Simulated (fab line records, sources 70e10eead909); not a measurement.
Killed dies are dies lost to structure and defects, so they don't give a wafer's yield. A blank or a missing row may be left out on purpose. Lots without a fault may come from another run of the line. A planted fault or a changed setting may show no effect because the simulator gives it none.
fab line records | flow nand_harc
record lots=20 wafers=60 last_day=33
route steps=1302 shown A_STAIRCASE@786
lots that met no fault: from a run of the same line without faults
start_h: hours from the record's first day to the start of the lot's first wafer shown | wait_h: hours since the lot's step before | " the same as in the row above | L1.1+2: a row that stands for several wafers | - no value, or no start given | * or withheld: withheld | < > ~ a bound
route shown NAME@n: a module of which the file shows steps, and the number in the route of the first | usual: mean/standard deviation of fault-free wafers | same: alike in all rows | chamber/n: place in a boat | sites: the reading at each site | _std_site: their standard deviation | _edge_site: outer sites' mean less inner sites' | radius_mm: how far each site lies from the wafer's centre | mask NAME#n: copy n | behind: the tool/chamber that last shaped the wafer | hold: why the lot was held/for how many hours/how that ended | device: the transistor (n, p or np) that didn't switch | end of line: the same wafers' tests at the end of the route | a step without rows: its recipe alone | killed: dies lost to structure and defects at the first sort, not the wafer's yield | map: a wafer's dies, x killed, . not, _ none there
set.NAME: the setting as run; set.NAME@STEP: as run at that earlier step | model.NAME: the simulator's own value behind a step, which no gauge read
steps of the route over a sample of lots; a table a step, a row a wafer
services: from which hour (start_h, from the record's first day; less than 0 if before it) a tool's chamber was out of use, for how many hours, and why
## steps
# step NHARC_A_STAIRCASE_HM_OPEN_457
# recipe o2_flow_sccm=400 cos_flow_sccm=20 ar_flow_sccm=0 rf_w=500 bias_w=300 chemistry=O2/COS
# usual drypump_motor_current_A=5.82/0.25 o2_flow_sccm=399.9/1.2 oes_product_au=1.000/0.016 rf_vpp_V=466.0/2.1 showerhead_plenum_p_Torr=3.07/0.093 throttle_valve_pct=28.330/0.0096
# columns lot.wafer tool chamber start_h wait_h drypump_motor_current_A o2_flow_sccm oes_product_au rf_hours_counter_h rf_vpp_V showerhead_plenum_p_Torr throttle_valve_pct
L074.3 rie_diel-04 1 - - 5.65 398.4 1.002 0 467.3 3.20 28.334
L074.6 " 0 " " 5.94 401.1 1.023 - 466.7 3.15 28.324
L074.5 " 1 " " 5.61 401.8 0.985 - 468.7 3.20 28.322
L075.1 rie_diel-05 3 - - 5.77 399.3 0.989 45 464.6 3.02 28.325
L075.6 " 2 " " 6.10 398.5 1.026 - 467.5 3.10 28.349
L075.5 " 3 " " 5.74 400.3 0.994 - 465.5 3.02 28.325
L076.3 rie_diel-05 0 - - 5.41 398.7 0.963 55 465.5 3.05 28.316
L076.1 " 1 " " 6.05 400.2 1.012 54 464.1 2.94 28.341
L076.6 " 2 " " 6.08 399.1 1.018 - 465.7 3.09 28.333
L078.2 rie_diel-05 0 - - 5.41 400.1 0.960 58 466.3 3.05 28.339
L078.4 " 2 " " 6.09 399.1 1.006 52 465.6 3.09 28.340
L078.6 " 0 " " 5.42 399.5 0.974 - 465.5 3.05 28.326
L077.2 rie_diel-04 0 - - 5.96 401.7 1.021 9 467.4 3.15 28.331
L077.4 " 2 " " 6.27 400.4 1.015 13 469.7 3.28 28.332
L077.6 " 3 " " 5.50 399.7 1.020 - 466.1 3.07 28.345
L079.2 rie_diel-04 3 - - 5.56 399.4 1.004 19 466.4 3.07 28.316
L079.1 " 0 " " 5.94 400.0 1.011 15 468.6 3.14 28.338
L079.6 " 3 " " 5.58 401.8 1.011 - 467.0 3.07 28.335
L081.4 rie_diel-12 2 - - 5.81 398.8 0.996 47 468.9 3.12 28.334
L081.6 " 2 " " 5.80 400.2 0.997 - 467.4 3.12 28.328
L081.5 " 3 " " 5.60 399.4 0.979 - 463.6 2.97 28.325
L084.3 rie_diel-12 3 - - 5.58 398.5 0.971 5 463.8 2.96 28.348
L084.2 " 0 " " 5.85 399.0 1.009 4 465.5 3.01 28.320
L084.6 " 0 " " 5.86 399.9 1.010 - 464.1 3.01 28.332
L083.1 rie_diel-05 2 - - 6.12 400.0 0.997 19 466.0 3.08 28.330
L083.2 " 3 " " 5.78 398.3 0.988 19 464.1 3.01 28.325
L083.4 " 0 " " 5.42 401.4 0.987 20 466.2 3.04 28.333
L085.3 rie_diel-05 0 - - 5.41 400.5 0.979 20 464.5 3.04 28.330
L085.1 " 3 " " 5.74 400.8 0.992 19 465.8 3.01 28.336
L085.6 " 0 " " 5.42 402.0 0.982 - 465.7 3.04 28.313
L086.1 rie_diel-05 3 - - 5.72 401.0 0.998 24 465.0 3.01 28.344
L086.5 " 3 " " 5.76 399.2 1.001 - 465.7 3.01 28.345
L086.6 " 0 " " 5.41 399.5 0.990 - 464.8 3.04 28.336
L087.3 rie_diel-05 3 - - 5.77 400.8 0.999 27 466.4 3.01 28.328
L087.1 " 1 " " 6.08 397.9 1.011 26 461.0 2.93 28.310
L087.4 " 2 " " 6.10 399.9 0.981 - 466.9 3.08 28.334
L088.3 rie_diel-12 1 - - 5.84 400.1 1.010 19 466.8 3.11 28.335
L088.4 " 3 " " 5.61 399.8 0.970 16 464.3 2.96 28.317
L088.6 " 1 " " 5.83 400.6 1.011 - 466.6 3.11 28.319
L091.3 rie_diel-12 0 - - 5.82 400.3 0.990 23 464.9 3.00 28.328
L091.1 " 1 " " 5.83 399.6 1.024 26 466.1 3.11 28.324
L091.2 " 3 " " 5.60 400.1 0.961 22 463.7 2.95 28.340
L090.2 rie_diel-05 1 - - 6.06 400.7 0.999 47 462.9 2.92 28.328
L090.1 " 0 " " 5.43 400.8 0.976 42 465.8 3.03 28.334
L090.5 " 2 " " 6.11 399.0 1.023 - 467.1 3.07 28.340
L093.1 rie_diel-12 3 - - 5.59 399.8 0.982 30 462.7 2.95 28.329
L093.3 " 1 " " 5.85 401.4 1.020 35 466.4 3.10 28.316
L093.5 " 3 " " 5.60 399.2 0.974 - 463.4 2.95 28.335
L092.4 rie_diel-04 3 - - 5.54 401.2 1.007 5 466.1 3.05 28.320
L092.2 " 1 " " 5.55 399.3 1.017 5 468.6 3.18 28.312
L092.6 " 2 " " 6.25 399.0 1.018 - 469.8 3.26 28.332
L094.3 rie_diel-12 0 - - 5.87 399.8 1.015 38 464.4 2.99 28.334
L094.4 " 1 " " 5.82 398.9 1.002 - 464.7 3.10 28.331
L094.5 " 2 " " 5.81 402.3 0.970 - 466.7 3.10 28.331
L096.1 rie_diel-05 3 - - 5.79 398.2 1.008 59 463.6 2.99 28.344
L096.4 " 0 " " 5.43 400.1 0.980 55 464.5 3.02 28.335
L096.2 " 2 " " 6.09 401.0 1.015 61 465.0 3.06 28.337
L097.4 rie_diel-05 3 - - 5.75 399.5 0.997 1 463.5 2.99 28.351
L097.5 " 3 " " 5.71 400.2 0.994 - 464.4 2.99 28.338
L097.6 " 0 " " 5.43 396.9 1.004 - 465.8 3.02 28.342
# step NHARC_A_STAIRCASE_ETCH_273
# recipe target_depth_a=1.02e+05 time_s=2468.6 ion_energy_ev=800 c4f8_flow_sccm=80 o2_flow_sccm=60 ar_flow_sccm=withheld rf_w=600 bias_w=3000 chemistry=C4F8/O2/Ar
# usual oes_product_au=0.937/0.017 rf_vpp_V=1823/7.7
# columns lot.wafer tool chamber start_h wait_h oes_product_au rf_hours_counter_h rf_vpp_V
L074.3 rie_diel-04 0 - - 0.947 0 1828
L074.6 " 0 " " 0.952 - 1827
L074.5 " 1 " " 0.934 - 1833
L075.1 rie_diel-05 0 - - 0.911 52 1822
L075.5 " 2 " " 0.950 - 1824
L075.6 " 3 " " 0.912 - 1818
L076.1 rie_diel-05 3 - - 0.906 50 1821
L076.3 " 0 " " 0.901 56 1822
L076.6 " 0 " " 0.895 - 1820
L078.4 rie_diel-05 2 - - 0.961 52 1824
L078.2 " 1 " " 0.964 57 1813
L078.6 " 2 " " 0.965 - 1824
L077.2 rie_diel-04 1 - - 0.930 10 1833
L077.4 " 3 " " 0.953 14 1823
L077.6 " 1 " " 0.930 - 1835
L079.1 rie_diel-04 3 - - 0.951 19 1823
L079.2 " 0 " " 0.957 15 1828
L079.6 " 3 " " 0.962 - 1824
L081.4 rie_diel-12 0 - - 0.925 52 1817
L081.6 " 1 " " 0.949 - 1827
L081.5 " 2 " " 0.933 - 1828
L084.2 rie_diel-12 1 - - 0.953 4 1827
L084.3 " 3 " " 0.923 5 1814
L084.6 " 1 " " 0.955 - 1827
L083.2 rie_diel-05 3 - - 0.936 19 1817
L083.1 " 0 " " 0.921 20 1819
L083.4 " 1 " " 0.937 18 1811
L085.3 rie_diel-05 0 - - 0.922 21 1821
L085.1 " 1 " " 0.930 19 1810
L085.6 " 1 " " 0.924 - 1810
L086.1 rie_diel-05 2 - - 0.936 25 1824
L086.6 " 3 " " 0.947 - 1819
L086.5 " 0 " " 0.927 - 1820
L087.1 rie_diel-05 2 - - 0.922 27 1824
L087.3 " 3 " " 0.918 27 1818
L087.4 " 1 " " 0.935 - 1811
L088.4 rie_diel-12 1 - - 0.961 19 1826
L088.3 " 3 " " 0.911 17 1813
L088.6 " 1 " " 0.945 - 1825
L091.3 rie_diel-12 3 - - 0.908 22 1814
L091.1 " 1 " " 0.939 26 1825
L091.2 " 2 " " 0.913 26 1826
L090.2 rie_diel-05 3 - - 0.939 44 1816
L090.1 " 0 " " 0.917 42 1818
L090.5 " 3 " " 0.933 - 1815
L093.1 rie_diel-12 1 - - 0.949 35 1824
L093.3 " 2 " " 0.910 35 1826
L093.5 " 0 " " 0.944 - 1817
L092.2 rie_diel-04 1 - - 0.959 5 1832
L092.4 " 3 " " 0.962 5 1821
L092.6 " 2 " " 0.959 - 1838
L094.3 rie_diel-12 2 - - 0.925 38 1827
L094.4 " 2 " " 0.912 - 1825
L094.5 " 0 " " 0.939 - 1816
L096.4 rie_diel-05 0 - - 0.916 56 1819
L096.2 " 1 " " 0.942 61 1809
L096.1 " 2 " " 0.944 62 1822
L097.4 rie_diel-05 3 - - 0.908 1 1815
L097.6 " 0 " " 0.919 - 1819
L097.5 " 1 " " 0.930 - 1808
# step NHARC_A_STAIRCASE_ETCH_292
# recipe cf4_flow_sccm=100 chf3_flow_sccm=30 ar_flow_sccm=0 rf_w=500 bias_w=200 chemistry=CF4/CHF3
# usual drypump_motor_current_A=5.80/0.22 oes_product_au=0.930/0.02 rf_vpp_V=370.2/1.7 showerhead_plenum_p_Torr=1.56/0.045 throttle_valve_pct=16.803/0.0087
# columns lot.wafer tool chamber start_h wait_h drypump_motor_current_A oes_product_au rf_hours_counter_h rf_vpp_V showerhead_plenum_p_Torr throttle_valve_pct
L074.3 rie_diel-12 2 372.31 0.1 5.78 0.964 26 370.4 1.58 16.792
L074.6 " 0 " " 5.85 0.984 - 368.7 1.52 16.816
L074.5 " 1 " " 5.82 0.972 - 370.1 1.58 16.804
L075.1 rie_diel-12 2 380.93 0.1 5.79 0.934 28 369.8 1.58 16.808
L075.6 " 1 " " 5.81 0.942 - 371.4 1.58 16.793
L075.5 " 2 " " 5.82 0.923 - 369.6 1.58 16.808
L076.1 rie_diel-04 0 391.98 0.1 5.93 0.952 9 373.0 1.59 16.797
L076.3 " 1 " " 5.59 0.915 9 371.0 1.61 16.805
L076.6 " 0 " " 5.91 0.950 - 369.0 1.59 16.801
L078.4 rie_diel-12 2 403.71 0.1 5.73 0.925 36 369.1 1.58 16.793
L078.2 " 0 " " 5.82 0.942 41 367.5 1.52 16.791
L078.6 " 2 " " 5.74 0.921 - 370.1 1.58 16.792
L077.2 rie_diel-04 0 404.74 0.1 5.93 0.937 11 370.4 1.59 16.806
L077.4 " 1 " " 5.59 0.905 12 372.4 1.61 16.798
L077.6 " 0 " " 5.94 0.946 - 371.2 1.59 16.813
L079.1 rie_diel-04 1 427.35 0.1 5.58 0.921 18 371.7 1.61 16.806
L079.2 " 2 " " 6.21 0.935 22 372.1 1.65 16.823
L079.6 " 2 " " 6.21 0.938 - 372.4 1.65 16.787
L081.4 rie_diel-05 2 441.58 0.1 6.07 0.923 - 371.0 1.56 16.798
L081.5 " 3 " " 5.76 0.927 - 370.8 1.52 16.818
L081.6 " 0 " " 5.40 0.916 - 368.6 1.53 16.796
L084.3 rie_diel-12 0 477.58 0.1 5.82 0.928 6 368.0 1.52 16.798
L084.2 " 1 " " 5.85 0.945 7 371.1 1.57 16.815
L084.6 " 0 " " 5.83 0.935 - 368.0 1.52 16.799
L083.4 rie_diel-04 3 480.32 0.1 5.53 0.926 38 369.7 1.54 16.800
L083.2 " 1 " " 5.58 0.928 32 371.6 1.61 16.801
L083.1 " 2 " " 6.29 0.934 36 373.5 1.65 16.808
L085.3 rie_diel-04 3 482.14 0.1 5.55 0.927 39 370.1 1.54 16.800
L085.1 " 1 " " 5.63 0.920 32 373.6 1.61 16.811
L085.6 " 3 " " 5.54 0.928 - 368.7 1.54 16.813
L086.1 rie_diel-04 2 491.55 0.1 6.20 0.936 37 373.2 1.65 16.804
L086.5 " 1 " " 5.60 0.918 - 372.5 1.61 16.800
L086.6 " 2 " " 6.25 0.928 - 373.1 1.65 16.801
L087.1 rie_diel-05 2 499.46 0.1 6.06 0.920 32 370.8 1.55 16.814
L087.4 " 0 " " 5.42 0.915 29 369.9 1.53 16.814
L087.3 " 1 " " 6.06 0.930 31 366.9 1.47 16.820
L088.4 rie_diel-12 2 517.86 0.1 5.81 0.901 19 369.7 1.57 16.801
L088.3 " 0 " " 5.81 0.922 19 369.7 1.51 16.798
L088.6 " 3 " " 5.59 0.898 - 367.8 1.49 16.805
L091.1 rie_diel-04 1 541.37 0.1 5.58 0.947 0 372.5 1.60 16.811
L091.3 " 2 " " 6.18 0.969 0 371.7 1.64 16.793
L091.2 " 3 " " 5.55 0.982 0 370.2 1.54 16.805
L090.2 rie_diel-04 3 541.42 0.1 5.56 0.977 0 369.3 1.54 16.810
L090.1 " 2 " " 6.22 0.967 0 373.5 1.64 16.807
L090.5 " 3 " " 5.52 0.972 - 369.9 1.54 16.802
L093.1 rie_diel-12 0 566.85 0.1 5.81 0.918 37 368.2 1.51 16.796
L093.3 " 1 " " 5.82 0.932 39 371.9 1.56 16.805
L093.5 " 0 " " 5.83 0.935 - 369.2 1.51 16.808
L092.4 rie_diel-05 0 571.05 0.1 5.42 0.906 53 369.4 1.52 16.790
L092.2 " 1 " " 6.04 0.922 57 367.0 1.47 16.798
L092.6 " 3 " " 5.74 0.928 - 368.7 1.51 16.790
L094.4 rie_diel-04 3 575.05 0.1 5.56 0.933 12 369.5 1.54 16.803
L094.3 " 0 " " 5.90 0.942 12 370.3 1.57 16.794
L094.5 " 2 " " 6.24 0.934 - 374.5 1.64 16.805
L096.1 rie_diel-12 1 589.76 0.1 5.80 0.930 46 370.4 1.56 16.798
L096.2 " 2 " " 5.79 0.891 44 369.1 1.56 16.802
L096.4 " 2 " " 5.81 0.908 - 369.3 1.56 16.812
L097.4 rie_diel-12 0 601.90 0.1 5.82 0.913 42 369.5 1.51 16.787
L097.5 " 2 " " 5.80 0.948 - 371.0 1.56 16.805
L097.6 " 3 " " 5.57 0.936 - 367.3 1.48 16.802
# step NHARC_A_STAIRCASE_ETCH_453
# recipe target_depth_a=300 overetch_a=30 time_s=16.5 ion_energy_ev=100 cf4_flow_sccm=80 o2_flow_sccm=20 ar_flow_sccm=0 rf_w=300 bias_w=100 chemistry=CF4/O2
# usual drypump_motor_current_A=5.80/0.24 o2_flow_sccm=20.00/0.058 oes_product_au=1.002/0.016 rf_vpp_V=197.4/1.2 showerhead_plenum_p_Torr=1.31/0.039 throttle_valve_pct=13.397/0.0073
# columns lot.wafer tool chamber start_h wait_h drypump_motor_current_A o2_flow_sccm oes_product_au rf_hours_counter_h rf_vpp_V showerhead_plenum_p_Torr throttle_valve_pct
L074.3 rie_diel-04 0 - - 5.94 19.99 1.029 6 196.6 1.35 13.405
L074.5 " 0 " " 5.94 20.01 1.018 - 197.9 1.35 13.382
L074.6 " 1 " " 5.61 20.11 0.993 - 199.7 1.37 13.406
L075.1 rie_diel-05 2 - - 6.07 19.87 1.032 51 197.9 1.32 13.396
L075.5 " 0 " " 5.40 19.92 0.971 - 196.9 1.30 13.407
L075.6 " 1 " " 6.08 19.99 1.005 - 195.8 1.25 13.390
L076.3 rie_diel-12 1 - - 5.82 20.08 1.011 40 197.0 1.34 13.391
L076.1 " 3 " " 5.60 20.07 0.998 37 197.2 1.27 13.395
L076.6 " 1 " " 5.81 20.04 1.014 - 198.0 1.34 13.397
L078.4 rie_diel-12 2 - - 5.79 20.06 0.989 37 196.7 1.34 13.410
L078.2 " 3 " " 5.58 20.01 0.974 40 197.6 1.27 13.404
L078.6 " 2 " " 5.79 19.95 0.983 - 197.9 1.34 13.402
L077.2 rie_diel-12 1 - - 5.82 20.08 1.003 44 197.8 1.34 13.391
L077.4 " 2 " " 5.79 20.01 0.994 37 198.4 1.34 13.402
L077.6 " 0 " " 5.81 20.02 1.001 - 196.5 1.29 13.402
L079.1 rie_diel-05 3 - - 5.77 19.96 1.006 6 196.9 1.29 13.393
L079.2 " 0 " " 5.39 20.02 0.980 5 197.1 1.30 13.389
L079.6 " 3 " " 5.77 19.99 1.008 - 197.4 1.29 13.394
L081.4 rie_diel-04 2 - - 6.23 20.02 1.022 26 199.9 1.40 13.388
L081.6 " 2 " " 6.23 19.90 1.019 - 200.1 1.40 13.388
L081.5 " 3 " " 5.52 19.95 1.012 - 198.5 1.31 13.392
L084.3 rie_diel-12 3 - - 5.57 19.99 0.982 8 195.8 1.26 13.408
L084.2 " 0 " " 5.80 20.05 1.006 8 197.3 1.28 13.394
L084.6 " 3 " " 5.58 20.12 0.966 - 196.1 1.26 13.418
L083.4 rie_diel-12 0 - - 5.85 20.05 1.013 9 197.5 1.28 13.396
L083.1 " 1 " " 5.83 19.98 1.027 10 197.6 1.33 13.404
L083.2 " 3 " " 5.60 20.03 0.970 9 196.4 1.26 13.400
L085.1 rie_diel-04 3 - - 5.52 20.04 1.016 40 198.1 1.31 13.399
L085.3 " 1 " " 5.60 20.01 0.990 33 197.4 1.36 13.390
L085.6 " 0 " " 5.92 20.00 1.005 - 197.1 1.34 13.391
L086.1 rie_diel-05 3 - - 5.74 19.96 0.990 33 196.1 1.28 13.389
L086.6 " 3 " " 5.74 20.07 0.991 - 196.6 1.28 13.406
L086.5 " 0 " " 5.42 19.99 0.985 - 197.0 1.30 13.404
L087.4 rie_diel-12 2 - - 5.80 20.00 0.980 16 198.3 1.33 13.402
L087.3 " 3 " " 5.60 20.06 0.964 15 197.5 1.26 13.391
L087.1 " 0 " " 5.82 19.99 1.013 16 197.0 1.28 13.385
L088.3 rie_diel-05 3 - - 5.76 19.99 0.999 40 197.2 1.28 13.389
L088.4 " 1 " " 6.05 20.00 1.003 41 196.6 1.25 13.402
L088.6 " 3 " " 5.75 20.07 0.995 - 198.4 1.28 13.397
L090.2 rie_diel-05 0 - - 5.40 20.01 0.978 46 197.0 1.29 13.394
L090.1 " 3 " " 5.75 19.89 1.006 50 194.7 1.28 13.398
L090.5 " 0 " " 5.40 20.00 0.973 - 198.2 1.29 13.389
L091.1 rie_diel-05 1 - - 6.04 20.10 1.010 51 196.7 1.24 13.398
L091.3 " 2 " " 6.07 20.05 1.006 52 197.1 1.31 13.396
L091.2 " 3 " " 5.74 19.94 0.998 50 198.1 1.28 13.404
L093.3 rie_diel-04 2 - - 6.24 19.94 1.025 9 199.9 1.39 13.399
L093.1 " 0 " " 5.94 19.92 1.025 11 198.1 1.33 13.392
L093.5 " 2 " " 6.25 20.10 1.024 - 199.5 1.39 13.410
L092.4 rie_diel-05 0 - - 5.40 19.99 0.980 54 198.2 1.29 13.408
L092.2 " 2 " " 6.08 20.04 1.008 60 197.9 1.31 13.393
L092.6 " 0 " " 5.41 20.07 0.976 - 196.7 1.29 13.408
L094.3 rie_diel-05 3 - - 5.78 20.09 1.008 59 197.6 1.28 13.391
L094.4 " 0 " " 5.42 20.05 0.991 55 195.9 1.29 13.405
L094.5 " 2 " " 6.05 19.97 1.016 - 197.5 1.31 13.391
L096.1 rie_diel-05 2 - - 6.08 20.10 1.008 2 196.7 1.31 13.413
L096.2 " 3 " " 5.73 19.95 0.992 2 195.8 1.28 13.395
L096.4 " 1 " " 6.04 19.93 1.004 2 195.7 1.24 13.396
L097.5 rie_diel-04 1 - - 5.55 19.86 1.017 - 198.8 1.36 13.398
L097.4 " 3 " " 5.55 20.03 1.009 - 198.0 1.30 13.397
L097.6 " 0 " " 5.92 20.02 1.017 - 198.6 1.33 13.392
# step NHARC_A_STAIRCASE_ALD_420
# recipe target_thk_a=200 pulse_time_s=6 ald_cycles=200 temp_c=300 material=SiO2
# usual heater_power_w=471/45 precursor_pulse_height_rel=0.999/0.02 susceptor_temp_C=300.02/0.18
# columns lot.wafer tool chamber start_h wait_h heater_power_w precursor_pulse_height_rel susceptor_temp_C
L074.3 ald_hk-01 3 385.51 - 439 1.018 300.15
L074.5 " 2 " " 487 0.999 300.08
L074.6 " 3 " " 448 0.978 299.96
L075.1 ald_hk-02 1 394.35 - 421 1.010 300.05
L075.5 " 0 " " 557 1.010 300.00
L075.6 " 1 " " 410 1.033 300.06
L076.3 ald_hk-02 0 404.05 - 553 1.008 300.38
L076.1 " 1 " " 407 0.964 300.30
L076.6 " 3 " " 533 0.980 300.15
L077.4 ald_hk-02 1 416.72 - 419 1.008 300.08
L077.2 " 3 " " 534 1.006 299.93
L077.6 " 1 " " 423 0.993 299.95
L078.4 ald_hk-01 0 416.73 - 481 0.999 299.91
L078.2 " 2 " " 498 1.013 300.21
L078.6 " 0 " " 487 1.037 300.13
L079.1 ald_hk-02 2 442.60 - 461 0.972 300.10
L079.2 " 0 " " 555 0.971 299.76
L079.6 " 1 " " 428 0.967 300.03
L081.4 ald_hk-04 0 458.71 - 441 0.988 299.82
L081.6 " 2 " " 486 0.991 299.84
L081.5 " 3 " " 486 0.996 299.79
L084.3 ald_hk-01 0 490.74 - 493 0.951 300.03
L084.2 " 1 " " 406 0.939 300.13
L084.6 " 1 " " 397 0.958 299.72
L083.1 ald_hk-01 1 492.72 - 401 1.006 299.85
L083.2 " 3 " " 432 0.987 299.52
L083.4 " 0 " " 498 1.011 299.66
L085.1 ald_hk-01 1 497.40 - 399 1.024 299.89
L085.3 " 2 " " 474 0.984 299.99
L085.6 " 2 " " 483 1.002 299.95
L086.1 ald_hk-02 3 507.48 - 540 1.012 300.03
L086.5 " 0 " " 558 0.981 299.98
L086.6 " 1 " " 413 1.025 299.94
L087.4 ald_hk-04 3 512.68 - 486 0.990 300.21
L087.3 " 0 " " 444 0.987 299.81
L087.1 " 2 " " 492 0.988 300.25
L088.4 ald_hk-01 2 530.28 - 478 0.991 300.02
L088.3 " 3 " " 433 1.022 300.06
L088.6 " 0 " " 470 1.033 300.21
L091.3 ald_hk-04 1 557.01 - 540 1.021 299.76
L091.1 " 2 " " 487 0.989 300.09
L091.2 " 0 " " 436 1.010 300.03
L090.2 ald_hk-01 0 557.31 - 487 1.027 -
L090.1 " 1 " " 403 1.013 -
L090.5 " 2 " " 477 1.036 -
L093.1 ald_hk-01 2 580.89 - 493 1.002 300.36
L093.3 " 3 " " 426 1.012 299.98
L093.5 " 1 " " 399 1.000 299.92
L092.4 ald_hk-01 3 583.89 - 435 0.944 299.69
L092.2 " 0 " " 492 1.012 300.18
L092.6 " 2 " " 474 0.988 300.16
L094.4 ald_hk-04 2 588.07 - 482 0.980 300.01
L094.3 " 3 " " 487 0.996 300.16
L094.5 " 2 " " 497 0.965 299.97
L096.1 ald_hk-01 3 605.41 - 427 1.034 300.06
L096.4 " 0 " " 492 0.992 300.17
L096.2 " 1 " " 408 0.999 299.94
L097.4 ald_hk-01 2 614.67 0.4 491 1.005 300.10
L097.5 " 1 " " 404 0.974 300.33
L097.6 " 2 " " 489 0.999 300.38
# step NHARC_A_STAIRCASE_DESCUM_443
# recipe time_s=3 o2_flow_sccm=200 ar_flow_sccm=0 bias_power_w=0 chemistry=O2
# usual drypump_motor_current_A=5.82/0.24 o2_flow_sccm=200.0/0.57 oes_product_au=1.000/0.016 rf_vpp_V=57.6/0.86 showerhead_plenum_p_Torr=1.87/0.059 throttle_valve_pct=11.311/0.0088
# columns lot.wafer tool chamber start_h wait_h drypump_motor_current_A o2_flow_sccm oes_product_au rf_hours_counter_h rf_vpp_V showerhead_plenum_p_Torr throttle_valve_pct
L074.3 rie_diel-05 0 421.89 - 5.40 200.7 0.994 1 57.7 1.87 11.305
L074.6 " 0 " " 5.40 201.1 0.986 - 57.6 1.87 11.298
L074.5 " 1 " " 6.09 199.5 1.011 - 58.7 1.79 11.328
L075.1 rie_diel-04 1 432.25 - 5.59 199.5 0.998 19 57.6 1.96 11.308
L075.5 " 3 " " 5.48 200.0 1.010 - 58.1 1.88 11.292
L075.6 " 0 " " 5.93 200.2 1.020 - 57.7 1.93 11.303
L076.1 rie_diel-12 2 440.13 - 5.76 199.3 0.993 50 56.6 1.91 11.322
L076.3 " 3 " " 5.60 200.0 0.991 52 57.0 1.81 11.312
L076.6 " 2 " " 5.76 200.1 0.996 - 58.8 1.91 11.296
L078.4 rie_diel-04 2 451.78 - 6.25 200.4 1.015 27 58.6 2.01 11.306
L078.2 " 3 " " 5.55 200.7 1.006 28 56.3 1.88 11.310
L078.6 " 2 " " 6.22 200.0 1.013 - 59.2 2.01 11.325
L077.2 rie_diel-05 3 452.75 - 5.76 200.3 0.995 11 57.9 1.84 11.306
L077.4 " 0 " " 5.41 200.6 0.979 12 57.3 1.86 11.317
L077.6 " 2 " " 6.07 200.1 0.994 - 57.5 1.89 11.314
L079.2 rie_diel-05 1 477.24 - 6.06 200.2 1.015 20 58.3 1.79 11.304
L079.1 " 0 " " 5.42 199.7 0.995 22 57.6 1.86 11.314
L079.6 " 1 " " 6.05 200.3 1.009 - 56.7 1.79 11.305
L081.5 rie_diel-05 2 492.99 - 6.06 198.9 1.002 - 59.1 1.88 11.328
L081.4 " 3 " " 5.77 199.3 0.990 - 58.8 1.84 11.319
L081.6 " 1 " " 6.07 199.8 1.012 - 57.9 1.79 11.303
L084.3 rie_diel-05 0 528.25 - 5.43 199.4 0.963 38 58.7 1.85 11.311
L084.2 " 1 " " 6.06 200.2 0.995 43 58.4 1.78 11.313
L084.6 " 3 " " 5.75 199.3 0.978 - 57.7 1.83 11.323
L083.4 rie_diel-12 2 528.40 - 5.77 199.7 0.981 21 57.9 1.90 11.312
L083.2 " 3 " " 5.59 200.6 0.980 20 58.9 1.81 11.311
L083.1 " 0 " " 5.89 199.0 1.008 21 57.8 1.83 11.329
L085.1 rie_diel-04 2 528.56 - 6.18 199.9 1.018 46 57.0 2.00 11.310
L085.3 " 0 " " 5.94 200.7 1.012 46 57.6 1.92 11.304
L085.6 " 3 " " 5.45 199.2 1.023 - 57.4 1.87 11.309
L087.4 rie_diel-05 2 540.42 - 6.08 200.0 1.013 47 59.2 1.88 11.326
L087.1 " 3 " " 5.81 200.0 0.986 45 57.8 1.83 11.316
L087.3 " 0 " " 5.41 200.6 0.962 43 58.1 1.85 11.316
L086.1 rie_diel-12 2 540.62 - 5.79 200.5 0.978 27 56.6 1.90 11.314
L086.5 " 0 " " 5.84 200.2 0.996 - 57.0 1.83 11.299
L086.6 " 1 " " 5.80 199.8 1.008 - 55.9 1.90 11.321
L088.4 rie_diel-04 0 563.61 - 5.95 200.9 1.017 6 57.2 1.91 11.315
L088.3 " 3 " " 5.58 199.6 1.008 6 57.5 1.87 11.325
L088.6 " 1 " " 5.61 200.7 1.011 - 58.0 1.95 11.318
L091.2 rie_diel-04 2 589.51 - 6.27 199.4 1.021 15 57.9 2.00 11.302
L091.3 " 0 " " 5.93 200.0 1.022 16 58.0 1.91 11.303
L091.1 " 1 " " 5.60 199.5 1.014 15 57.6 1.95 11.322
L090.2 rie_diel-12 1 589.69 - 5.82 199.0 1.008 46 58.6 1.90 11.320
L090.1 " 2 " " 5.81 201.3 0.977 44 58.5 1.90 11.298
L090.5 " 3 " " 5.59 200.6 0.972 - 56.8 1.80 11.316
L094.4 rie_diel-05 0 619.21 - 5.40 200.7 0.998 9 56.7 1.85 11.309
L094.3 " 2 " " 6.08 199.9 1.006 8 59.5 1.87 11.319
L094.5 " 3 " " 5.77 199.2 0.988 - 57.9 1.83 11.311
L092.2 rie_diel-12 2 619.24 - 5.81 200.2 0.973 54 58.1 1.89 11.295
L092.6 " 3 " " 5.59 200.8 0.974 - 56.0 1.80 11.308
L092.4 " 0 " " 5.83 199.2 0.995 - 58.6 1.83 11.309
L093.1 rie_diel-04 0 619.27 - 5.93 199.1 1.030 23 55.9 1.91 11.309
L093.3 " 3 " " 5.50 200.3 1.013 21 56.1 1.86 11.311
L093.5 " 0 " " 5.95 199.6 1.024 - 57.8 1.91 11.327
L096.2 rie_diel-12 3 635.97 - 5.59 200.1 0.998 1 58.5 1.79 11.310
L096.1 " 1 " " 5.83 200.7 1.021 1 57.4 1.89 11.321
L096.4 " 2 " " 5.77 199.3 1.004 1 58.1 1.89 11.307
L097.5 rie_diel-05 1 649.95 - 6.06 199.2 0.981 - 57.6 1.77 11.313
L097.6 " 2 " " 6.07 199.5 1.009 - 56.5 1.87 11.335
L097.4 " 0 " " 5.40 200.6 0.997 - 56.6 1.84 11.319
## services
# columns tool chamber start_h hours kind
ald_hk-02 - 350.13 10.0 pm
rie_diel-04 - 355.26 9.0 pm
rie_diel-05 0 361.37 - clean
rie_diel-05 1 361.37 - clean
rie_diel-05 2 361.37 - clean
rie_diel-05 3 361.37 - clean
rie_diel-05 0 385.87 - clean
rie_diel-05 - 406.62 9.0 pm
ald_hk-04 - 432.82 10.0 pm
rie_diel-05 1 434.90 8.5 repair
rie_diel-12 1 436.89 4.7 repair
rie_diel-12 - 447.69 9.0 pm
ald_hk-01 - 475.18 10.0 pm
rie_diel-05 0 488.97 8.7 repair
ald_hk-02 - 528.13 10.0 pm
rie_diel-04 - 532.26 9.0 pm
rie_diel-12 0 576.81 15.6 repair
rie_diel-05 - 583.62 9.0 pm
rie_diel-12 - 598.60 0.9 repair
rie_diel-12 1 603.50 19.8 repair
rie_diel-04 2 604.25 8.0 repair
ald_hk-04 - 610.82 10.0 pm
rie_diel-12 - 625.01 9.0 pm
rie_diel-05 3 643.44 9.1 repair
## key
fault none
